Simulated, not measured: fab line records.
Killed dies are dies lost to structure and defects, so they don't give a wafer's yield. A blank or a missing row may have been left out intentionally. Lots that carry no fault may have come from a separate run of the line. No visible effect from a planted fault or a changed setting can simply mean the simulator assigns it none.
Problem report, 8D (eight disciplines) form, completed by code :: flow n5-finfet :: the parts of the form that need people (team, actions taken, sign-off) are left out

1. THE ISSUE
At N5_SD_EPI_P_INSPECT_26, raw-defect-count averages 523 over 6 wafers from 2 lots, while fault-free wafers read 190, standard deviation 41. That puts it +8.1 standard deviations away from the usual mean.
The step: inspects for defects (darkfield).
First seen on wafer L884.3, day 5 15:43, on defect-inspect-02. At this step, 12 wafers from 4 lots have a number in the record. Rule for "out" (also "out of limits"): further than 4 standard deviations from the usual mean. Any other wafer with a number is counted as sound.

2. WHAT IT IS; WHAT IT IS NOT
question: which readings at this step
is: raw-defect-count
is not: -

question: which lots
is: L884, L885
is not: L892, L896

question: which wafers of those lots
is: all that have a number
is not: -

question: read on which gauges
is: defect-inspect-01, defect-inspect-02
is not: -

question: when
is: from day 5 15:43
is not: up to then (0 sound wafers); but 6 sound wafers of L892, L896 came after

3. WHAT RULES OUT EACH SUSPECT
Counting: a tool stays on the suspect list if, at a process step up to the reading, it processed all lots that are out and no sound lot following the first of them.
- the gauge at N5_SD_EPI_P_INSPECT_26 is ruled out. 2 gauges (defect-inspect-01, defect-inspect-02) read the wafers that are out.
- wet-bench-02 at N5_SD_EPI_P_WET_ETCH_45 (etches SiO2 in dHF, time 10.7 s, target depth 2 nm, rinse time 30 s): ruled out as a lasting fault. Sound lots L896 ran on it after its first lot that is out, L884 (day 5 12:46).
Left after counting: nothing in the record.

4. THE CAUSE (what the simulator had put in)
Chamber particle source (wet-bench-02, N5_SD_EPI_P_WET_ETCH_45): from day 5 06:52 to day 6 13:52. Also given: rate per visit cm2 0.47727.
It was ruled out by counting, in error; the rule expects a fault to strike all lots run on its tool from its start on, and this fault did not.

5. THE CHAIN OF EFFECTS, in route order
One row per reading whose mean, taken over the struck wafers that have a number, lies over 3 standard deviations from the usual. Only readings for which the record gives a usual standard deviation are gone through. hours: the time from each lot's start at the first step in this table that gives one to its start at this step, as a median over the lots. sigmas: the change in usual standard deviations.
hours: 0
step: N5_SD_EPI_P_INSPECT_26
reading: raw-defect-count
usual: 190
on struck wafers: 523
change: +333
sigmas: +8.1

hours: 222
step: N5_PASSIVATION_PROBE_49
reading: defect-limited-yield
usual: 91.3 %
on struck wafers: 84.0
change: -7.2
sigmas: -5.2

hours: 222
step: N5_PASSIVATION_PROBE_49
reading: killed-at-front-end
usual: 37
on struck wafers: 129
change: +92
sigmas: +8.4

hours: 222
step: N5_PASSIVATION_PROBE_49
reading: killed-dies
usual: 103
on struck wafers: 188
change: +85
sigmas: +5.0

hours: 222
step: N5_PASSIVATION_PROBE_49
reading: sort_bin_5_function
usual: 5.2 %
on struck wafers: 10.3
change: +5.1
sigmas: +5.6

hours: 222
step: N5_PASSIVATION_PROBE_49
reading: sort-n-pass
usual: 1077
on struck wafers: 992
change: -85
sigmas: -5.0

hours: 222
step: N5_PASSIVATION_PROBE_49
reading: sort-yield-pct
usual: 91.3 %
on struck wafers: 84.0
change: -7.2
sigmas: -5.2
Its process steps:
- N5_PASSIVATION_PROBE_49
At these later measuring or inspecting steps, every struck wafer for which the step has a row has a number for every such reading, and none has moved that far: N5_BEOL_M4_RC_MEAS_101.

6. HOW IT WOULD HAVE BEEN CAUGHT EARLIER
In this record the first reading out of limits at a measuring or inspecting step was taken at day 5 15:43, 9 hours after the fault began at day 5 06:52.
Tool readings at N5_SD_EPI_P_WET_ETCH_45 with a usual standard deviation given in the record: none out on any struck wafer, hence no alarm at a limit of 4 standard deviations on them.
